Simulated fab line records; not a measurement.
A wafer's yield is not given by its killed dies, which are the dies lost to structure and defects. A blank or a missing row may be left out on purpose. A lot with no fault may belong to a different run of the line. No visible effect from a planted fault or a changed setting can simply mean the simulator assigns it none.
What tool caused it? | flow nand harc | 7 lots, 21 wafers sampled, at 2 steps of a route of 1159

WHAT THE GAUGES SHOWED, per wafer
NHARC_A_BONDPAD_THK_MEAS_30: measures by ellipsometry.
lot  | measured     | on            | thk nm (nm)
L535 | day 18 11:03 | film metro-02 | 200.9 201.0 200.1
L537 | day 18 18:15 | film metro-01 | 199.0 199.3 197.8
L539 | day 19 08:09 | film metro-01 | 199.5 196.3 200.0
L543 | day 20 05:32 | film metro-02 | 198.5 199.0 199.9
L551 | day 22 07:56 | film metro-01 | 199.7 199.4 200.1
L552 | day 22 13:41 | film metro-02 | 198.1 199.3 199.0
L555 | day 23 06:29 | film metro-02 | 197.2 197.2 195.7

EACH LOT AND THE TOOL THAT RAN IT (in order: tool; ch and the chambers of the sampled wafers; start)
lot  | NHARC_A_ONON_D1_DEP_25
L535 | pecvd onon-03 ch 0, day 8 04:05
L537 | pecvd onon-03 ch 0, day 8 22:26
L539 | pecvd onon-03 ch 0, day 9 09:15
L543 | pecvd onon-01 ch 0, day 10 09:58
L551 | pecvd onon-02 ch 0, day 12 12:36
L552 | pecvd onon-02 ch 0, day 13 01:43
L555 | pecvd onon-03 ch 0, day 13 08:30
- NHARC_A_ONON_D1_DEP_25: target thk 1000 nm.

THE ANSWER, worked out from the rows above alone
Rule: usual is defined by the lots themselves. Put in order of their means at a reading, lots are off if they are a third of the lots or fewer, leave a main group of 4 or more, and stand apart from it by a gap of 3 or more times the standard deviation of the main group's means; of several such gaps the widest counts. A main group is skipped when, at the precision printed for the reading in the tables above, its means are all equal. Also off: a lot with no number at a reading for which 4 or more lots have one. Any other lot the step has rows for is counted as sound.
Across all readings shown, no lot is off: no conclusion can be drawn from this.

WHAT WAS PUT IN BY THE SIMULATOR
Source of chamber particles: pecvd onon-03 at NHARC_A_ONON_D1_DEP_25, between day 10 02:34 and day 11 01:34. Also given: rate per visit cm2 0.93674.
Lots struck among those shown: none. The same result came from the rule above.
